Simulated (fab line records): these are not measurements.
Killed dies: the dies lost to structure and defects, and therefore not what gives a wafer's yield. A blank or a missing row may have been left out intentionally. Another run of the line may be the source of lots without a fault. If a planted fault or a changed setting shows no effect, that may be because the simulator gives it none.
Matching of chambers	flow n5Finfet	4 sister chambers for N5_MOL_CONTACT_COAG_ETCH_90 on rieDiel-04
The step etches SiARC in CF4, target depth 13 nm, time 21.7 s. 8 wafers are shown with their chamber, then 7 later ones without.

WAFERS, EACH WITH ITS CHAMBER
wafer	chamber	showerheadPlenumPTorr (Torr)	throttleValvePct (%)
L079.6	2	2.18	15.29
L083.3	3	2.19	15.53
L083.6	0	2.12	15.54
L084.1	1	2.06	15.59
L084.4	0	2.12	15.55
L084.6	3	2.19	15.54
L088.1	1	2.06	15.61
L088.3	2	2.17	15.33

WAFERS WHOSE CHAMBER IS MISSING
wafer	showerheadPlenumPTorr (Torr)	throttleValvePct (%)
L088.6	2.17	15.33
L090.2	2.18	15.58
L090.4	2.11	15.57
L090.6	2.06	15.61
L093.2	2.11	15.59
L093.4	2.17	15.35
L093.5	2.06	15.62

WHICH CHAMBER EACH ONE RAN IN
wafer	from the rows above	in truth
L088.6	2	2
L090.2	3	3
L090.4	0	0
L090.6	1	1
L093.2	0	0
L093.4	2	2
L093.5	1	1
Placed correctly: 7 of 7. From these rows, 0 cannot be placed. Placed wrongly: 0.
How it was worked out, from the rows above alone: a wafer's distance from a chamber is the root of the sum, over the readings, of the square of ((its reading less the chamber's mean) divided by the reading's scatter). If the next closest chamber is less than 2 further off than the closest, the wafer can't be placed; otherwise it belongs to the closest. A chamber's mean is the mean of its shown wafers. The scatter: take each reading less its chamber's mean, square it, sum over the shown wafers, divide by the number of wafers less the number of chambers, and take the root.
